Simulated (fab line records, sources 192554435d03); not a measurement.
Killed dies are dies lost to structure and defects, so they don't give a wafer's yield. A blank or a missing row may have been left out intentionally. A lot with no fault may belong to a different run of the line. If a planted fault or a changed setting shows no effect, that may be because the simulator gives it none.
Split-lot trial | flow n5_finfet | 7 lots, 39 wafers read, on a route of 1938 steps

== SPLIT DETAILS ==
At N5_FIN_SAQP_SPACER1_ALD_24 (deposits SiO2, target thk 20.3 nm, pulse time 1 s, purge time 2 s), the setting ald_cycles was moved away from the recipe's 218 on 12 of the 39 wafers read, by -56.9% to +58.7%. The other wafers ran this setting at the recipe's value.

== FROM THE SPLIT TO THE READING: what the file shows between them, 2 steps ==
- N5_FIN_SAQP_SPACER1_ETCHBACK_25: etches SiO2 in CHF3/O2, target depth 24.4 nm, time 12.2 s
- N5_FIN_SAQP_MANDREL1_REMOVE_56: chemistry HBr/Cl2/O2, target a-Si, stops on SiNx, bt time 10 s

== THE READING ==
cd_nm (nm) at N5_FIN_SAQP_CD_MEAS_27, where the cd target is 20 nm. Fault-free wafers of this fab line usually give 20.36 nm, standard deviation 0.23 nm.

wafer  | tool, chamber at the split | ald_cycles as run | against the recipe | cd_nm, nm | against lot-mates on the recipe
L079.1 | ald_sin-04, 2              | 218               | recipe             | 20.58     | -
L079.2 | ald_sin-04, 3,0,3          | 346               | +58.7%             | 31.74     | +11.44
L079.3 | ald_sin-04, 1              | 218               | recipe             | 19.98     | -
L079.4 | ald_sin-04, 3,0,3          | 346               | +58.7%             | 32.03     | +11.73
L079.5 | ald_sin-04, 2              | 218               | recipe             | 20.35     | -
L079.6 | ald_sin-04, 3,0,3          | 346               | +58.7%             | 32.25     | +11.95
L082.1 | ald_sin-03, 1              | 218               | recipe             | 20.47     | -
L082.2 | ald_sin-03, 0,1            | 218               | recipe             | 20.29     | -
L082.3 | ald_sin-03, 2,3,2          | 94                | -56.9%             | 8.91      | -11.49
L082.4 | ald_sin-03, 2,3,2          | 94                | -56.9%             | 8.92      | -11.48
L082.5 | ald_sin-03, 2,3,2          | 94                | -56.9%             | 8.76      | -11.64
L082.6 | ald_sin-03, 0,1            | 218               | recipe             | 20.44     | -
L085.1 | ald_sin-03, 3,1,2          | 218               | recipe             | 20.26     | -
L085.2 | ald_sin-03, 2,0,3          | 334               | +53.2%             | 31.63     | +11.19
L085.3 | ald_sin-03, 2,0,3          | 334               | +53.2%             | 30.77     | +10.33
L085.4 | ald_sin-03, 3,1,2          | 218               | recipe             | 20.61     | -
L085.5 | ald_sin-03, 2,0,3          | 334               | +53.2%             | 31.35     | +10.91
L085.6 | ald_sin-03, 3,1,2          | 218               | recipe             | 20.44     | -
L091.1 | ald_sin-04, 1,3,2          | 218               | recipe             | 20.45     | -
L091.2 | ald_sin-04, 1,3,2          | 218               | recipe             | 20.21     | -
L091.3 | ald_sin-04, 1,3,2          | 218               | recipe             | 20.40     | -
L091.4 | ald_sin-04, 0,3            | 278               | +27.5%             | 26.10     | +5.75
L091.5 | ald_sin-04, 2              | 278               | +27.5%             | 26.08     | +5.73
L091.6 | ald_sin-04, 0,3            | 278               | +27.5%             | 25.72     | +5.37
L093.2 | ald_sin-01, 2,3,2          | 218               | recipe             | 20.16     | -
L093.4 | ald_sin-01, 2,3,2          | 218               | recipe             | 20.05     | -
L093.6 | ald_sin-01, 2,3,2          | 218               | recipe             | 20.41     | -
L094.1 | ald_sin-03, 2,3,0,1        | 218               | recipe             | 20.33     | -
L094.2 | ald_sin-03, 2,3,0,1        | 218               | recipe             | 20.65     | -
L094.3 | ald_sin-03, 1,0            | 218               | recipe             | 20.25     | -
L094.4 | ald_sin-03, 2,3,0,1        | 218               | recipe             | 20.34     | -
L094.5 | ald_sin-03, 2,3,0,1        | 218               | recipe             | 20.30     | -
L094.6 | ald_sin-03, 1,0            | 218               | recipe             | 20.58     | -
L095.1 | ald_sin-04, 1,2,0,3        | 218               | recipe             | 20.32     | -
L095.2 | ald_sin-04, 1,2,0,3        | 218               | recipe             | 20.26     | -
L095.3 | ald_sin-04, 1,2,0,3        | 218               | recipe             | 20.60     | -
L095.4 | ald_sin-04, 1,2,0,3        | 218               | recipe             | 20.43     | -
L095.5 | ald_sin-04, 1,0            | 218               | recipe             | 20.21     | -
L095.6 | ald_sin-04, 1,0            | 218               | recipe             | 20.40     | -
If several chambers appear in one row, that row covers several wafers at once and the file leaves open which wafer was in which chamber.

FIT RESULTS
A straight line over all 39 wafers: cd_nm changes by +0.202 nm for each +1% of ald_cycles; r = +1.00; the points scatter about the line by 0.2 nm.
The same after taking each lot's own level away (the mean of its wafers on the recipe; 39 wafers): +0.202 nm for each +1%; r = +1.00; scatter 0.19 nm.
The reading moves by 12 nm for the largest change in ald_cycles, on that fit.
From 20.207 to 20.437 nm: that is the span of the lots' own levels, equal to 1.0 times the standard deviation above.
Consequently the slope shifts little with the lot-to-lot level, the two slopes agreeing.
Check: +11.9 nm against its lot-mates is what the line predicts for one of the wafers moved furthest among these (+58.7%) when that wafer is left out of the fit. It came out at +11.4 nm against them.

== THE OTHER SPLITS THESE WAFERS WENT THROUGH ==
Other splits were also applied to these wafers ahead of the reading. Each is held against what the fit with the lots' levels taken away leaves over:
other split on the same wafers          | wafers away from the commonest value | r with cd_nm (lot level and that fit taken away)
N5_ZERO_LAYER_DEVELOP_10 develop_time_s | 12                                   | +0.32

== THE WHOLE CHAIN: every reading that the file lists as answering this split, in the file's order ==
step                           | what it does                                                      | reading                                                                                 | change (the file's fit)               | r (the file's)
N5_FIN_SAQP_SPACER1_ALD_24     | deposits SiO2, target thk 20.3 nm, pulse time 1 s, purge time 2 s | SiO2_of_FIN_SAQP_SPACER1_ALD_24.thk_nm (the simulator's own value, which no gauge read) | +0.202 nm for each +1% of the setting | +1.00
N5_FIN_SAQP_MANDREL1_REMOVE_56 | chemistry HBr/Cl2/O2, target a-Si, stops on SiNx, bt time 10 s    | FIN_SAQP.cd_nm (the simulator's own value, which no gauge read)                         | +0.203 nm for each +1% of the setting | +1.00
N5_FIN_SAQP_CD_MEAS_27         | target cd 20 nm                                                   | cd_nm                                                                                   | +0.202 nm for each +1% of the setting | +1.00

== THE FILE'S OWN FIT ==
cd_nm changes by +0.202 nm for each +1% of ald_cycles, r = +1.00.
